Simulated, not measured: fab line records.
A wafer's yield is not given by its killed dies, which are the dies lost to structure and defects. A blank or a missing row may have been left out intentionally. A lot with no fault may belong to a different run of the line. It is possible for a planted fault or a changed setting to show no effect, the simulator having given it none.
Which of the tools did it? -- flow nand harc -- Sampling: 21 lots, 63 wafers, 6 of 1302 route steps

## WHAT THE GAUGES SHOWED, per wafer
No reading from a measuring or inspecting step in the record can be judged against a usual standard deviation.

## TOOL THAT RAN EACH LOT (tool first, then ch and the chambers of the sampled wafers, then the start)
lot,NHARC_A_CHANNEL_HOLE_D1_ETCH_33,NHARC_A_CHANNEL_FILL_D1_ETCHBACK_19,NHARC_A_DECK1_JOINT_ETCHBACK_07,NHARC_A_CHANNEL_HOLE_D2_ETCH_39,NHARC_A_CHANNEL_HOLE_D2_ETCH_26,NHARC_A_CHANNEL_HOLE_D2_STRIP_28
L074,"har etch-02 ch 0,1, day 8 17:36","rie si-03 ch 0,2,3, day 9 20:32","rie si-04 ch 0,2,3, day 10 20:23","rie diel-13 ch 0,1,3, day 13 11:07 or earlier","har etch-02 ch 0,1, day 13 11:07","rie diel-10 ch 1,2,3, no start"
L075,"har etch-02 ch 0,1, day 9 17:28","rie si-02 ch 1,2, day 10 21:07","rie si-04 ch 2,3, day 11 21:05","rie diel-10 ch 0,1,3, day 14 07:17 or earlier","har etch-02 ch 0,1, day 14 07:17","rie diel-10 ch 1,2,3, no start"
L077,"har etch-01 ch 0,1, day 9 21:29","rie si-05 ch 0,2,3, day 10 21:09","rie si-04 ch 1,2,3, day 11 20:57","rie diel-10 ch 1,2,3, day 14 08:51 or earlier","har etch-01 ch 0,1, day 14 08:51","rie diel-02 ch 0,3, no start"
L078,"har etch-02 ch 0,1, day 10 17:01","rie si-02 ch 1,3, day 11 19:05","rie si-04 ch 1,2, day 12 18:55","rie diel-10 ch 0,2,3, day 15 03:38 or earlier","har etch-01 ch 1, day 15 03:38","rie diel-10 ch 0,2, no start"
L079,"har etch-01 ch 1, day 10 17:11","rie si-05 ch 2,3, day 11 19:06","rie si-01 ch 0,2, day 12 21:08","rie diel-02 ch 0,2, day 15 03:22 or earlier","har etch-02 ch 1, day 15 03:22","rie diel-10 ch 0,1,3, no start"
L080,"har etch-01 ch 0,1, day 11 06:46","rie si-03 ch 0,1,2, day 12 08:47","rie si-01 ch 2,3, day 13 08:31","rie diel-10 ch 0,1,2, day 15 14:41 or earlier","har etch-01 ch 0,1, day 15 14:41","rie diel-13 ch 0,1,3, no start"
L081,"har etch-01 ch 0,1, day 11 13:20","rie si-05 ch 0,1,3, day 12 15:22","rie si-06 ch 0,2,3, day 13 15:44","rie diel-13 ch 0,3, day 16 00:19 or earlier","har etch-01 ch 0,1, day 16 00:19","rie diel-10 ch 0,3, no start"
L082,"har etch-01 ch 0,1, day 12 09:24","rie si-03 ch 0,1,2, day 13 11:34","rie si-01 ch 0,2, day 14 11:23","rie diel-13 ch 0,3, day 17 18:29 or earlier","har etch-02 ch 0,1, day 17 18:29","rie diel-02 ch 1,2,3, no start"
L083,"har etch-02 ch 0,1, day 12 10:16","rie si-02 ch 1,2,3, day 13 11:34","rie si-06 ch 0,1, day 14 11:26","rie diel-10 ch 0,1,3, day 17 13:07 or earlier","har etch-01 ch 0,1, day 17 13:07","rie diel-10 ch 1,2,3, no start"
L085,"har etch-02 ch 0,1, day 13 07:09","rie si-03 ch 1,2,3, day 14 11:23","rie si-06 ch 0,1,2, day 15 11:46","rie diel-10 ch 0,2,3, day 18 04:59 or earlier","har etch-02 ch 0,1, day 18 04:59","rie diel-02 ch 0,2,3, no start"
L084,"har etch-01 ch 0,1, day 13 11:33","rie si-05 ch 0,2,3, day 14 11:22","rie si-01 ch 0,1,3, day 15 11:45","rie diel-13 ch 0,1,3, day 18 03:17 or earlier","har etch-01 ch 0,1, day 18 03:17","rie diel-13 ch 1,2,3, no start"
L086,"har etch-02 ch 0, day 14 19:33","rie si-05 ch 2,3, day 15 21:22","rie si-01 ch 0,1,3, day 16 21:22","rie diel-02 ch 2,3, day 19 03:52 or earlier","har etch-02 ch 0,1, day 19 03:52","rie diel-10 ch 2,3, no start"
L089,"har etch-01 ch 0,1, day 14 23:41","rie si-03 ch 0,1,3, day 16 01:37","rie si-01 ch 2,3, day 17 01:28","rie diel-10 ch 0,3, day 19 12:32 or earlier","har etch-01 ch 0,1, day 19 12:32","rie diel-13 ch 0,3, no start"
L087,"har etch-02 ch 0,1, day 15 07:44","rie si-02 ch 1,2,3, day 16 09:41","rie si-06 ch 0,1,2, day 17 11:36","rie diel-10 ch 0,1,2, day 20 00:02 or earlier","har etch-02 ch 0,1, day 20 00:02","rie diel-10 ch 1,2,3, no start"
L091,"har etch-02 ch 0,1, day 15 17:47","rie si-03 ch 1,2,3, day 16 21:12","rie si-04 ch 1,2,3, day 17 23:26","rie diel-13 ch 0,1,3, day 20 11:25 or earlier","har etch-02 ch 0,1, day 20 11:25","rie diel-10 ch 1,2, no start"
L090,"har etch-01 ch 0,1, day 15 19:02","rie si-05 ch 1,2, day 16 21:10","rie si-01 ch 1,2,3, day 17 23:34","rie diel-02 ch 0,3, day 20 11:25 or earlier","har etch-01 ch 0,1, day 20 11:25","rie diel-02 ch 0,2,3, no start"
L092,"har etch-01 ch 0,1, day 16 17:56","rie si-02 ch 2,3, day 17 19:49","rie si-01 ch 0,3, day 18 19:48","rie diel-10 ch 0,1,3, day 21 06:41 or earlier","har etch-02 ch 0,1, day 21 06:41","rie diel-02 ch 0,2,3, no start"
L094,"har etch-01 ch 0,1, day 17 17:28","rie si-03 ch 0,2,3, day 18 16:58","rie si-06 ch 0,1,3, day 19 19:44","rie diel-02 ch 0,1,2, day 22 13:00 or earlier","har etch-01 ch 0,1, day 22 13:00","rie diel-02 ch 0,2, day 22 14:08"
L095,"har etch-01 ch 0,1, day 17 21:37","rie si-05 ch 1,2,3, day 19 00:00","rie si-06 ch 1,2, day 20 00:41","rie diel-13 ch 1,2,3, day 22 17:11 or earlier","har etch-01 ch 0, day 22 17:11","rie diel-10 ch 0,2,3, no start"
L096,"har etch-02 ch 0,1, day 17 22:52","rie si-03 ch 1,2,3, day 19 00:00","rie si-04 ch 0,1,3, day 20 00:42","rie diel-10 ch 0,2,3, day 22 13:34 or earlier","har etch-02 ch 0,1, day 22 13:34","rie diel-10 ch 0,3, no start"
L097,"har etch-01 ch 0,1, day 18 07:43","rie si-02 ch 1,2, day 19 12:20","rie si-04 ch 0,1,3, day 20 14:47","rie diel-02 ch 2,3, day 22 23:48 or earlier","har etch-02 ch 0,1, day 22 23:48","rie diel-13 ch 1,2,3, no start"
- NHARC_A_CHANNEL_HOLE_D1_ETCH_33: etches the open film in C4F8/O2/Ar, time 90 s, target depth 400 nm.
- NHARC_A_CHANNEL_FILL_D1_ETCHBACK_19: etches the open film in HBr/Cl2, target depth 5 nm, time 1.7 s.
- NHARC_A_DECK1_JOINT_ETCHBACK_07: etches the open film in HBr, target depth 105 nm, time 26.9 s.
- NHARC_A_CHANNEL_HOLE_D2_ETCH_39: etches the open film in N2/H2, target depth 260 nm, time 325 s.
- NHARC_A_CHANNEL_HOLE_D2_ETCH_26: etches the open film in C4F8/O2/Ar, time 224.1 s, target depth 300 nm.
- NHARC_A_CHANNEL_HOLE_D2_STRIP_28: strips in O2.

## AS READ BY THE TOOLS THEMSELVES (means over the sampled wafers that have a number; for cases with no such wafer, the mark the record gives instead)
NHARC_A_CHANNEL_HOLE_D1_ETCH_33.
lot,tool,drypump motor current A (A),showerhead plenum p Torr (Torr),throttle valve pct (%)
L074,har etch-02,5.9,3.79,27.623
L075,har etch-02,5.5,3.76,27.621
L077,har etch-01,5.5,3.71,27.616
L078,har etch-02,5.5,3.75,27.616
L079,har etch-01,5.2,3.71,27.622
L080,har etch-01,5.4,3.70,27.613
L081,har etch-01,5.5,3.70,27.617
L082,har etch-01,5.8,3.69,27.622
L083,har etch-02,5.5,3.73,27.622
L085,har etch-02,5.5,3.73,27.621
L084,har etch-01,5.4,3.68,27.622
L086,har etch-02,6.3,3.76,27.614
L089,har etch-01,5.8,3.67,27.619
L087,har etch-02,5.9,3.74,27.619
L091,har etch-02,5.5,3.71,27.619
L090,har etch-01,5.5,3.67,27.618
L092,har etch-01,5.8,3.66,27.627
L094,har etch-01,5.8,3.65,27.618
L095,har etch-01,5.8,3.65,27.614
L096,har etch-02,5.8,3.72,27.622
L097,har etch-01,5.5,3.65,27.611

NHARC_A_CHANNEL_FILL_D1_ETCHBACK_19.
lot,tool,bias w (W),drypump motor current A (A),oes product au (a.u.),throttle valve pct (%)
L074,rie si-03,100.0,5.7,1.005,26.402
L075,rie si-02,100.3,6.4,1.004,26.405
L077,rie si-05,99.6,5.4,0.999,26.398
L078,rie si-02,100.0,6.0,1.000,26.404
L079,rie si-05,100.2,5.0,1.002,26.409
L080,rie si-03,100.3,5.7,0.997,26.409
L081,rie si-05,100.1,5.4,0.995,26.405
L082,rie si-03,99.8,5.7,1.001,26.398
L083,rie si-02,100.3,6.2,0.985,26.413
L085,rie si-03,100.0,5.8,1.002,26.398
L084,rie si-05,99.6,5.4,0.993,26.402
L086,rie si-05,100.2,5.0,1.003,26.400
L089,rie si-03,99.7,6.0,0.995,26.400
L087,rie si-02,100.0,6.1,0.995,26.408
L091,rie si-03,99.8,5.9,1.003,26.403
L090,rie si-05,99.8,5.3,0.997,26.404
L092,rie si-02,99.9,6.0,0.995,26.409
L094,rie si-03,100.1,5.7,0.997,26.408
L095,rie si-05,100.1,5.2,0.997,26.392
L096,rie si-03,99.8,5.9,0.992,26.400
L097,rie si-02,100.0,6.2,0.998,26.410

NHARC_A_DECK1_JOINT_ETCHBACK_07.
lot,tool,bias w (W),drypump motor current A (A),oes product au (a.u.),throttle valve pct (%)
L074,rie si-04,59.97,5.5,0.999,23.256
L075,rie si-04,59.94,5.2,0.997,23.272
L077,rie si-04,59.91,5.2,1.005,23.269
L078,rie si-04,59.84,5.0,1.008,23.261
L079,rie si-01,60.03,6.3,0.995,23.259
L080,rie si-01,59.86,6.0,0.997,23.269
L081,rie si-06,59.97,5.5,0.995,23.272
L082,rie si-01,59.91,6.4,0.998,23.274
L083,rie si-06,59.92,5.2,0.997,23.266
L085,rie si-06,59.93,5.5,0.999,23.263
L084,rie si-01,60.04,5.7,0.995,23.267
L086,rie si-01,59.90,5.7,0.998,23.259
L089,rie si-01,60.04,5.6,0.994,23.263
L087,rie si-06,60.03,5.5,0.998,23.264
L091,rie si-04,60.12,5.2,0.999,23.270
L090,rie si-01,60.07,5.8,0.990,23.270
L092,rie si-01,60.02,5.8,0.998,23.272
L094,rie si-06,59.87,5.7,0.996,23.259
L095,rie si-06,60.06,5.6,1.001,23.260
L096,rie si-04,59.87,5.6,1.004,23.253
L097,rie si-04,60.09,5.5,1.006,23.265

NHARC_A_CHANNEL_HOLE_D2_ETCH_39.
lot,tool,bias w (W),drypump motor current A (A),oes product au (a.u.),rf vpp V (V),showerhead plenum p Torr (Torr),throttle valve pct (%)
L074,rie diel-13,150.2,5.7,1.000,429.1,2.00,14.173
L075,rie diel-10,150.0,5.8,0.996,433.2,2.12,14.164
L077,rie diel-10,150.2,5.6,0.999,430.7,2.04,14.166
L078,rie diel-10,150.0,5.9,0.997,431.5,2.06,14.172
L079,rie diel-02,150.1,5.4,1.000,429.1,1.98,14.177
L080,rie diel-10,149.9,5.7,0.995,431.3,2.07,14.175
L081,rie diel-13,150.1,6.1,0.996,430.0,2.03,14.176
L082,rie diel-13,150.2,6.0,1.004,430.0,2.00,14.176
L083,rie diel-10,150.4,5.8,0.999,433.8,2.12,14.168
L085,rie diel-10,150.1,5.9,0.999,431.3,2.06,14.172
L084,rie diel-13,150.2,5.7,1.004,428.3,1.99,14.171
L086,rie diel-02,149.8,5.4,1.001,427.8,1.97,14.164
L089,rie diel-10,150.3,6.1,1.000,433.4,2.14,14.177
L087,rie diel-10,150.3,5.7,0.993,431.1,2.07,14.175
L091,rie diel-13,150.1,5.7,1.002,429.2,1.99,14.175
L090,rie diel-02,149.8,5.7,1.003,432.5,2.10,14.163
L092,rie diel-10,149.7,5.8,1.003,432.9,2.12,14.175
L094,rie diel-02,149.8,5.6,1.001,427.6,1.97,14.176
L095,rie diel-13,149.9,5.8,0.999,428.8,1.98,14.171
L096,rie diel-10,149.9,5.9,1.009,431.0,2.06,14.173
L097,rie diel-02,150.4,5.4,0.994,428.1,1.97,14.165

NHARC_A_CHANNEL_HOLE_D2_ETCH_26.
lot,tool,drypump motor current A (A),showerhead plenum p Torr (Torr),throttle valve pct (%)
L074,har etch-02,5.9,3.76,24.592
L075,har etch-02,5.5,3.73,24.582
L077,har etch-01,5.8,3.68,24.572
L078,har etch-01,5.1,3.69,24.578
L079,har etch-02,5.1,3.70,24.593
L080,har etch-01,5.8,3.67,24.588
L081,har etch-01,5.5,3.67,24.584
L082,har etch-02,5.5,3.70,24.575
L083,har etch-01,5.8,3.66,24.599
L085,har etch-02,5.5,3.70,24.581
L084,har etch-01,5.5,3.65,24.591
L086,har etch-02,5.9,3.72,24.578
L089,har etch-01,5.5,3.64,24.577
L087,har etch-02,5.9,3.71,24.582
L091,har etch-02,5.9,3.71,24.584
L090,har etch-01,5.5,3.63,24.582
L092,har etch-02,5.5,3.67,24.569
L094,har etch-01,5.5,3.62,24.585
L095,har etch-01,6.1,3.60,24.580
L096,har etch-02,5.9,3.69,24.580
L097,har etch-02,5.9,3.69,24.592

NHARC_A_CHANNEL_HOLE_D2_STRIP_28.
lot,tool,drypump motor current A (A),oes product au (a.u.),rf vpp V (V),showerhead plenum p Torr (Torr),throttle valve pct (%)
L074,rie diel-10,5.6,0.998,57.8,3.54,17.042
L075,rie diel-10,5.7,0.999,58.0,3.54,17.035
L077,rie diel-02,5.7,1.002,57.6,3.64,17.030
L078,rie diel-10,5.8,0.996,57.5,3.48,17.044
L079,rie diel-10,5.8,0.998,58.3,3.65,17.032
L080,rie diel-13,5.6,0.997,58.2,3.46,17.039
L081,rie diel-10,6.1,0.998,58.4,3.68,17.036
L082,rie diel-02,5.7,0.998,58.3,3.42,17.032
L083,rie diel-10,5.6,1.002,57.8,3.54,17.039
L085,rie diel-02,5.6,1.002,58.1,3.52,17.024
L084,rie diel-13,5.8,0.996,57.4,3.44,17.043
L086,rie diel-10,5.8,0.998,57.5,3.53,17.037
L089,rie diel-13,6.1,1.000,58.2,3.51,17.034
L087,rie diel-10,5.6,0.994,57.9,3.53,17.035
L091,rie diel-10,5.5,0.996,57.7,3.45,17.036
L090,rie diel-02,5.6,1.000,57.2,3.52,17.036
L092,rie diel-02,5.6,0.997,57.6,3.52,17.027
L094,rie diel-02,5.5,1.007,57.6,3.53,17.039
L095,rie diel-10,5.9,1.004,57.9,3.56,17.036
L096,rie diel-10,6.1,1.012,57.3,3.68,17.046
L097,rie diel-13,5.8,1.004,57.0,3.43,17.037

## THE ANSWER, worked out from the rows above alone
Rule: what is usual is taken from the lots themselves. Put in order of their means at a reading, lots are off if they are a third of the lots or fewer, leave a main group of 4 or more, and stand apart from it by a gap of 3 or more times the standard deviation of the main group's means; of several such gaps the widest counts. If all means in a main group match to the digits the tables above print for the reading, that group is not used. A lot without any number at a reading at which 4 lots or more have one is off too. The other lots that the step has rows for count as sound. Order of review: gauges by route order, followed by the tools' own readings, for which a lot's mean as printed above is used. The first step at which some lot is off is used, and at that step the reading that is off furthest; a lot without a number counts as furthest.
None of the lots is off at any reading shown; this tells nothing.

## WHAT THE SIMULATOR HAD INSERTED
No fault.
